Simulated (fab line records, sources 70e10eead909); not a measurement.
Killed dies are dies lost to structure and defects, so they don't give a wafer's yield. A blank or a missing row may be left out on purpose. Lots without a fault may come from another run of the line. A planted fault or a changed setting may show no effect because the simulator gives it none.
Which tool did it? | flow nand_harc | 21 lots, 63 wafers sampled, at 6 steps of a route of 1159

WHAT THE GAUGES READ, wafer by wafer
The record holds no reading of a measuring or inspecting step that can be judged against a usual standard deviation.

WHICH TOOL RAN EACH LOT (tool, then ch and the chambers of the sampled wafers, then the start)
lot  | NHARC_A_CONTACT_ETCH_51                       | NHARC_A_CONTACT_ETCH_120             | NHARC_A_CONTACT_ETCH_128             | NHARC_A_CONTACT_ETCH_131             | NHARC_A_CONTACT_ETCH_89        | NHARC_A_CONTACT_ETCH_31
L074 | rie_diel-07 ch 0,1,2, day 16 13:56 or earlier | har_cap_etch-03 ch 0,1, day 16 13:56 | har_cap_etch-02 ch 0,1, day 16 23:19 | har_cap_etch-02 ch 0,1, day 16 23:53 | rie_diel-05 ch 0,2, no start   | rie_diel-05 ch 1,2,3, no start
L076 | rie_diel-13 ch 0,2,3, day 16 14:19 or earlier | har_cap_etch-02 ch 0,1, day 16 14:19 | har_cap_etch-03 ch 0,1, day 16 22:17 | har_cap_etch-03 ch 0,1, day 16 22:43 | rie_diel-07 ch 0,2,3, no start | rie_diel-07 ch 0,1, no start
L075 | rie_diel-05 ch 1,3, day 17 00:35 or earlier   | har_cap_etch-01 ch 0,1, day 17 00:35 | har_cap_etch-03 ch 0,1, day 17 08:02 | har_cap_etch-03 ch 0,1, day 17 08:27 | rie_diel-05 ch 0,3, no start   | rie_diel-05 ch 1,2, no start
L080 | rie_diel-05 ch 0,1,3, day 17 09:10 or earlier | har_cap_etch-02 ch 1, day 17 09:10   | har_cap_etch-01 ch 1, day 17 16:46   | har_cap_etch-01 ch 1, day 17 17:11   | rie_diel-05 ch 1,3, no start   | rie_diel-05 ch 2,3, no start
L077 | rie_diel-05 ch 1,2,3, day 17 13:07 or earlier | har_cap_etch-03 ch 0,1, day 17 13:07 | har_cap_etch-01 ch 0,1, day 17 22:49 | har_cap_etch-01 ch 0,1, day 17 23:14 | rie_diel-07 ch 0,1,3, no start | rie_diel-07 ch 0,1,3, no start
L081 | rie_diel-05 ch 0,1,3, day 17 20:06 or earlier | har_cap_etch-02 ch 0,1, day 17 20:06 | har_cap_etch-01 ch 0,1, day 18 07:02 | har_cap_etch-01 ch 0,1, day 18 07:28 | rie_diel-05 ch 0,1,3, no start | rie_diel-05 ch 1,2,3, no start
L078 | rie_diel-13 ch 1,3, day 17 20:50 or earlier   | har_cap_etch-03 ch 0,1, day 17 20:50 | har_cap_etch-02 ch 0,1, day 18 07:52 | har_cap_etch-02 ch 0,1, day 18 08:17 | rie_diel-05 ch 0,2,3, no start | rie_diel-05 ch 0,1,2, no start
L083 | rie_diel-07 ch 1,2, day 18 21:01 or earlier   | har_cap_etch-01 ch 0,1, day 18 21:01 | har_cap_etch-03 ch 0,1, day 19 05:21 | har_cap_etch-03 ch 0,1, day 19 05:52 | rie_diel-05 ch 1,2,3, no start | rie_diel-05 ch 0,1, no start
L084 | rie_diel-07 ch 1,3, day 19 11:10 or earlier   | har_cap_etch-02 ch 0,1, day 19 11:10 | har_cap_etch-03 ch 0,1, day 19 18:40 | har_cap_etch-03 ch 0,1, day 19 19:14 | rie_diel-07 ch 0,2, no start   | rie_diel-07 ch 1,2,3, no start
L085 | rie_diel-13 ch 1,2,3, day 19 18:10 or earlier | har_cap_etch-02 ch 0,1, day 19 18:10 | har_cap_etch-02 ch 0,1, day 20 01:46 | har_cap_etch-02 ch 0,1, day 20 02:12 | rie_diel-13 ch 0,1,2, no start | rie_diel-13 ch 0,2,3, no start
L088 | rie_diel-07 ch 0,3, day 19 18:26 or earlier   | har_cap_etch-01 ch 0,1, day 19 18:26 | har_cap_etch-01 ch 0,1, day 20 03:55 | har_cap_etch-01 ch 0,1, day 20 04:20 | rie_diel-05 ch 1,2,3, no start | rie_diel-05 ch 0,1, no start
L089 | rie_diel-05 ch 2,3, day 20 00:11 or earlier   | har_cap_etch-01 ch 0,1, day 20 00:11 | har_cap_etch-03 ch 0,1, day 20 09:31 | har_cap_etch-03 ch 0,1, day 20 09:57 | rie_diel-05 ch 0,1,2, no start | rie_diel-05 ch 0,1, no start
L087 | rie_diel-07 ch 0,1,3, day 20 00:37 or earlier | har_cap_etch-03 ch 0,1, day 20 00:37 | har_cap_etch-01 ch 0,1, day 20 10:52 | har_cap_etch-01 ch 0,1, day 20 11:17 | rie_diel-05 ch 2,3, no start   | rie_diel-05 ch 2,3, no start
L090 | rie_diel-05 ch 0,1, day 20 05:43 or earlier   | har_cap_etch-03 ch 0,1, day 20 05:43 | har_cap_etch-03 ch 0,1, day 20 12:16 | har_cap_etch-03 ch 0,1, day 20 12:41 | rie_diel-05 ch 2,3, no start   | rie_diel-05 ch 0,1,2, no start
L092 | rie_diel-05 ch 1,2,3, day 20 06:14 or earlier | har_cap_etch-02 ch 0,1, day 20 06:14 | har_cap_etch-02 ch 0,1, day 20 14:23 | har_cap_etch-02 ch 0,1, day 20 14:49 | rie_diel-07 ch 1,2, no start   | rie_diel-07 ch 0,2, no start
L093 | rie_diel-05 ch 1,2, day 20 10:33 or earlier   | har_cap_etch-02 ch 0,1, day 20 10:33 | har_cap_etch-03 ch 0,1, day 20 17:13 | har_cap_etch-03 ch 0,1, day 20 17:39 | rie_diel-07 ch 1,2,3, no start | rie_diel-07 ch 1,3, no start
L091 | rie_diel-05 ch 0,1,3, day 20 12:02 or earlier | har_cap_etch-02 ch 0,1, day 20 12:02 | har_cap_etch-02 ch 0,1, day 20 18:48 | har_cap_etch-02 ch 0,1, day 20 19:14 | rie_diel-13 ch 0,1,3, no start | rie_diel-13 ch 1,2,3, no start
L095 | rie_diel-05 ch 0,3, day 21 10:48 or earlier   | har_cap_etch-03 ch 0,1, day 21 10:48 | har_cap_etch-02 ch 1, day 21 17:16   | har_cap_etch-02 ch 1, day 21 17:41   | rie_diel-05 ch 0,1,2, no start | rie_diel-05 ch 1,2,3, no start
L096 | rie_diel-05 ch 0,1,2, day 21 14:51 or earlier | har_cap_etch-01 ch 0,1, day 21 14:51 | har_cap_etch-01 ch 0,1, day 21 22:40 | har_cap_etch-01 ch 0,1, day 21 23:13 | rie_diel-05 ch 0,1,3, no start | rie_diel-05 ch 1,2,3, no start
L094 | rie_diel-13 ch 1,3, day 21 21:09 or earlier   | har_cap_etch-03 ch 0,1, day 21 21:09 | har_cap_etch-01 ch 0,1, day 22 03:41 | har_cap_etch-01 ch 0,1, day 22 04:06 | rie_diel-05 ch 0,2, no start   | rie_diel-05 ch 0,1,2, no start
L097 | rie_diel-05 ch 0,1, day 21 23:10 or earlier   | har_cap_etch-02 ch 0,1, day 21 23:10 | har_cap_etch-03 ch 0,1, day 22 07:13 | har_cap_etch-03 ch 0,1, day 22 07:38 | rie_diel-05 ch 1,2, no start   | rie_diel-05 ch 0,2,3, no start
- NHARC_A_CONTACT_ETCH_51: etches the open film in O2/COS, target depth 3600 nm, time 936 s.
- NHARC_A_CONTACT_ETCH_120: etches the open film in C4F8/O2/Ar, time 94 s, target depth 922 nm.
- NHARC_A_CONTACT_ETCH_128: etches the open film in C4F8/O2/Ar, time 155 s, target depth 956 nm.
- NHARC_A_CONTACT_ETCH_131: etches the open film in C4F8/O2/Ar, time 155 s, target depth 956 nm.
- NHARC_A_CONTACT_ETCH_89: etches the open film in N2/H2, target depth 260 nm, time 475.3 s.
- NHARC_A_CONTACT_ETCH_31: etches the open film in O2/COS, target depth 2000 nm, time 520 s.

WHAT THE TOOLS THEMSELVES READ (means of the sampled wafers that have a number; where no wafer has one, the mark that the record gives instead)
NHARC_A_CONTACT_ETCH_51. Usual: bias_w 300.0 W, standard deviation 0.95; cos_flow_sccm 20.00 sccm, standard deviation 0.059; drypump_motor_current_A 5.7 A, standard deviation 0.43; mfc_ar_sccm 0.005 sccm, standard deviation 0.011; o2_flow_sccm 399.8 sccm, standard deviation 1.1; oes_product_au 1.003 a.u., standard deviation 0.014; rf_vpp_V 314.2 V, standard deviation 1.6; showerhead_plenum_p_Torr 3.13 Torr, standard deviation 0.095; throttle_valve_pct 28.329 %, standard deviation 0.01.
lot  | tool        | bias_w (W) | cos_flow_sccm (sccm) | drypump_motor_current_A (A) | mfc_ar_sccm (sccm) | o2_flow_sccm (sccm) | oes_product_au (a.u.) | rf_vpp_V (V) | showerhead_plenum_p_Torr (Torr) | throttle_valve_pct (%) | flag
L074 | rie_diel-07 | 299.8      | 19.94                | 6.1                         | 0.015              | 401.3               | 1.001                 | 313.5        | 3.10                            | 28.331                 |
L076 | rie_diel-13 | 300.1      | 20.04                | 5.8                         | 0.018              | 399.8               | 1.004                 | 316.1        | 3.29                            | 28.318                 |
L075 | rie_diel-05 | 300.0      | 19.95                | 5.3                         | 0.000              | 399.0               | 0.991                 | 313.7        | 3.12                            | 28.327                 |
L080 | rie_diel-05 | 300.6      | 19.99                | 5.3                         | 0.000              | 400.0               | 0.994                 | 314.1        | 3.15                            | 28.332                 |
L077 | rie_diel-05 | 300.8      | 19.92                | 5.6                         | 0.000              | 399.9               | 1.007                 | 314.4        | 3.08                            | 28.340                 |
L081 | rie_diel-05 | 300.5      | 20.03                | 5.3                         | 0.000              | 400.9               | 1.005                 | 314.5        | 3.15                            | 28.338                 |
L078 | rie_diel-13 | 300.3      | 20.07                | 5.6                         | 0.014              | 399.4               | 1.000                 | 315.8        | 3.25                            | 28.329                 |
L083 | rie_diel-07 | 299.2      | 19.99                | 6.0                         | 0.020              | 399.3               | 0.997                 | 313.3        | 3.11                            | 28.334                 |
L084 | rie_diel-07 | 300.4      | 19.97                | 6.0                         | 0.020              | 400.0               | 0.997                 | 314.6        | 3.12                            | 28.328                 |
L085 | rie_diel-13 | 298.5      | 19.96                | 5.7                         | 0.018              | 399.8               | 0.990                 | 315.3        | 3.25                            | 28.318                 |
L088 | rie_diel-07 | 299.3      | 19.95                | 6.1                         | 0.011              | 400.5               | 1.004                 | 313.5        | 3.09                            | 28.328                 |
L089 | rie_diel-05 | 299.2      | 20.01                | 5.7                         | 0.000              | 398.7               | 0.997                 | 313.2        | 3.05                            | 28.330                 |
L087 | rie_diel-07 | 300.3      | 20.02                | 6.1                         | 0.015              | 400.1               | 0.995                 | 314.6        | 3.10                            | 28.327                 |
L090 | rie_diel-05 | 300.4      | 20.01                | 5.3                         | 0.000              | 400.0               | 1.006                 | 314.8        | 3.17                            | 28.324                 |
L092 | rie_diel-05 | 299.4      | 19.98                | 5.7                         | 0.000              | 401.0               | 0.986                 | 313.8        | 3.08                            | 28.324                 |
L093 | rie_diel-05 | 301.5      | 20.03                | 5.6                         | 0.000              | 400.6               | 0.999                 | 313.8        | 3.11                            | 28.328                 |
L091 | rie_diel-05 | 299.8      | 20.00                | 5.3                         | 0.000              | 399.5               | 0.997                 | 314.8        | 3.14                            | 28.334                 |
L095 | rie_diel-05 | 299.8      | 20.03                | 5.4                         | 0.000              | 400.2               | 0.997                 | 314.6        | 3.14                            | 28.327                 |
L096 | rie_diel-05 | 299.7      | 19.97                | 5.7                         | 0.000              | 399.5               | 1.009                 | 314.1        | 3.10                            | 28.326                 |
L094 | rie_diel-13 | 299.3      | 19.98                | 5.6                         | 0.014              | 399.0               | 0.993                 | 315.8        | 3.24                            | 28.329                 |
L097 | rie_diel-05 | 300.2      | 20.04                | 5.3                         | 0.000              | 398.2               | 0.999                 | 314.5        | 3.18                            | 28.338                 |

NHARC_A_CONTACT_ETCH_89. Usual: bias_w 150.1 W, standard deviation 0.44; drypump_motor_current_A 5.7 A, standard deviation 0.43; mfc_ar_sccm 0.004 sccm, standard deviation 0.011; oes_product_au 1.002 a.u., standard deviation 0.014; rf_vpp_V 430.5 V, standard deviation 2; showerhead_plenum_p_Torr 2.04 Torr, standard deviation 0.066; throttle_valve_pct 14.172 %, standard deviation 0.0086.
lot  | tool        | bias_w (W) | drypump_motor_current_A (A) | mfc_ar_sccm (sccm) | oes_product_au (a.u.) | rf_vpp_V (V) | showerhead_plenum_p_Torr (Torr) | throttle_valve_pct (%) | flag
L074 | rie_diel-05 | 150.2      | 5.7                         | 0.000              | 1.010                 | 430.1        | 2.03                            | 14.166                 |
L076 | rie_diel-07 | 150.2      | 6.0                         | 0.005              | 0.999                 | 430.6        | 2.03                            | 14.170                 |
L075 | rie_diel-05 | 150.7      | 5.4                         | 0.000              | 1.003                 | 429.8        | 2.04                            | 14.172                 |
L080 | rie_diel-05 | 150.1      | 5.3                         | 0.000              | 0.997                 | 431.1        | 2.07                            | 14.176                 |
L077 | rie_diel-07 | 150.4      | 6.1                         | 0.015              | 1.001                 | 429.4        | 2.03                            | 14.175                 |
L081 | rie_diel-05 | 149.7      | 5.3                         | 0.000              | 0.999                 | 431.3        | 2.06                            | 14.170                 |
L078 | rie_diel-05 | 150.4      | 5.7                         | 0.000              | 1.006                 | 429.7        | 2.01                            | 14.180                 |
L083 | rie_diel-05 | 150.0      | 5.7                         | 0.000              | 1.001                 | 429.0        | 2.01                            | 14.168                 |
L084 | rie_diel-07 | 149.9      | 6.0                         | 0.005              | 1.016                 | 429.2        | 2.02                            | 14.167                 |
L085 | rie_diel-13 | 149.7      | 5.7                         | 0.004              | 1.003                 | 433.9        | 2.14                            | 14.166                 |
L088 | rie_diel-05 | 150.1      | 5.7                         | 0.000              | 0.999                 | 430.6        | 2.00                            | 14.175                 |
L089 | rie_diel-05 | 150.2      | 5.7                         | 0.000              | 0.992                 | 430.1        | 2.02                            | 14.171                 |
L087 | rie_diel-05 | 150.2      | 5.7                         | 0.000              | 1.001                 | 429.1        | 1.98                            | 14.171                 |
L090 | rie_diel-05 | 149.6      | 5.7                         | 0.000              | 1.001                 | 429.3        | 1.98                            | 14.175                 |
L092 | rie_diel-07 | 150.0      | 5.9                         | 0.010              | 0.998                 | 430.1        | 2.02                            | 14.173                 |
L093 | rie_diel-07 | 150.0      | 5.9                         | 0.010              | 1.001                 | 431.1        | 2.03                            | 14.176                 |
L091 | rie_diel-13 | 150.3      | 5.6                         | 0.014              | 0.997                 | 433.4        | 2.14                            | 14.182                 |
L095 | rie_diel-05 | 149.7      | 5.7                         | 0.000              | 1.008                 | 430.5        | 2.02                            | 14.169                 |
L096 | rie_diel-05 | 150.1      | 5.3                         | 0.000              | 0.999                 | 431.0        | 2.05                            | 14.172                 |
L094 | rie_diel-05 | 149.6      | 6.1                         | 0.000              | 1.019                 | 429.2        | 1.97                            | 14.178                 |
L097 | rie_diel-05 | 150.2      | 6.0                         | 0.000              | 1.009                 | 428.7        | 1.97                            | 14.169                 |

NHARC_A_CONTACT_ETCH_31. Usual: bias_w 300.0 W, standard deviation 0.89; cos_flow_sccm 20.00 sccm, standard deviation 0.071; drypump_motor_current_A 5.7 A, standard deviation 0.44; mfc_ar_sccm 0.004 sccm, standard deviation 0.0094; o2_flow_sccm 400.0 sccm, standard deviation 1.1; oes_product_au 1.002 a.u., standard deviation 0.013; rf_vpp_V 314.2 V, standard deviation 1.6; showerhead_plenum_p_Torr 3.12 Torr, standard deviation 0.091; throttle_valve_pct 28.330 %, standard deviation 0.0092.
lot  | tool        | bias_w (W) | cos_flow_sccm (sccm) | drypump_motor_current_A (A) | mfc_ar_sccm (sccm) | o2_flow_sccm (sccm) | oes_product_au (a.u.) | rf_vpp_V (V) | showerhead_plenum_p_Torr (Torr) | throttle_valve_pct (%) | flag
L074 | rie_diel-05 | 300.1      | 19.97                | 5.7                         | 0.000              | 400.3               | 0.999                 | 314.2        | 3.08                            | 28.324                 |
L076 | rie_diel-07 | 299.8      | 19.98                | 6.2                         | 0.021              | 401.1               | 0.997                 | 314.1        | 3.09                            | 28.328                 |
L075 | rie_diel-05 | 299.6      | 20.01                | 5.6                         | 0.000              | 400.5               | 0.999                 | 313.5        | 3.12                            | 28.326                 |
L080 | rie_diel-05 | 300.1      | 19.96                | 5.8                         | 0.000              | 399.6               | 0.994                 | 313.7        | 3.05                            | 28.329                 |
L077 | rie_diel-07 | 299.7      | 20.04                | 6.1                         | 0.015              | 401.0               | 0.999                 | 313.8        | 3.11                            | 28.329                 |
L081 | rie_diel-05 | 300.1      | 20.03                | 5.7                         | 0.000              | 399.5               | 0.999                 | 313.4        | 3.08                            | 28.321                 |
L078 | rie_diel-05 | 300.1      | 20.00                | 5.7                         | 0.000              | 400.1               | 1.002                 | 313.9        | 3.11                            | 28.332                 |
L083 | rie_diel-05 | 300.7      | 19.99                | 5.3                         | 0.000              | 400.5               | 0.985                 | 315.4        | 3.18                            | 28.328                 |
L084 | rie_diel-07 | 300.6      | 20.03                | 5.9                         | 0.010              | 400.7               | 1.013                 | 313.9        | 3.12                            | 28.328                 |
L085 | rie_diel-13 | 299.6      | 19.98                | 5.7                         | 0.018              | 400.0               | 1.004                 | 317.1        | 3.27                            | 28.331                 |
L088 | rie_diel-05 | 299.5      | 19.92                | 5.3                         | 0.000              | 399.3               | 1.000                 | 314.5        | 3.17                            | 28.336                 |
L089 | rie_diel-05 | 301.3      | 20.06                | 5.3                         | 0.000              | 398.3               | 1.009                 | 314.3        | 3.17                            | 28.330                 |
L087 | rie_diel-05 | 299.7      | 20.00                | 5.7                         | 0.000              | 400.7               | 0.997                 | 313.8        | 3.04                            | 28.324                 |
L090 | rie_diel-05 | 299.5      | 19.99                | 5.7                         | 0.000              | 400.7               | 1.008                 | 314.8        | 3.10                            | 28.345                 |
L092 | rie_diel-07 | 299.9      | 20.08                | 6.0                         | 0.005              | 399.6               | 1.019                 | 312.9        | 3.08                            | 28.338                 |
L093 | rie_diel-07 | 300.8      | 19.94                | 5.9                         | 0.020              | 399.6               | 0.996                 | 313.3        | 3.12                            | 28.339                 |
L091 | rie_diel-13 | 299.9      | 19.94                | 5.7                         | 0.018              | 400.4               | 1.012                 | 316.7        | 3.25                            | 28.324                 |
L095 | rie_diel-05 | 300.2      | 20.02                | 5.7                         | 0.000              | 399.8               | 0.997                 | 313.3        | 3.07                            | 28.335                 |
L096 | rie_diel-05 | 299.1      | 20.01                | 5.7                         | 0.000              | 400.8               | 1.001                 | 313.9        | 3.07                            | 28.335                 |
L094 | rie_diel-05 | 300.1      | 19.97                | 5.7                         | 0.000              | 400.9               | 1.012                 | 314.2        | 3.10                            | 28.330                 |
L097 | rie_diel-05 | 299.5      | 19.97                | 5.7                         | 0.000              | 399.9               | 0.998                 | 312.9        | 3.07                            | 28.327                 |

THE ANSWER, worked out from the rows above alone
Rule: a lot is off if the mean of its wafers that have a number lies more than 3 standard deviations from the usual mean. A lot without any number at a reading at which 4 lots or more have one is off too. The other lots that the step has rows for count as sound. The gauges are gone through in route order, then the tools' own readings, and for those a lot's mean is taken as printed above. The first step at which some lot is off is used, and at that step the reading that is off furthest; a lot without a number counts as furthest.
No lot is off at any reading shown: from this, nothing can be told.

WHAT THE SIMULATOR HAD PUT IN
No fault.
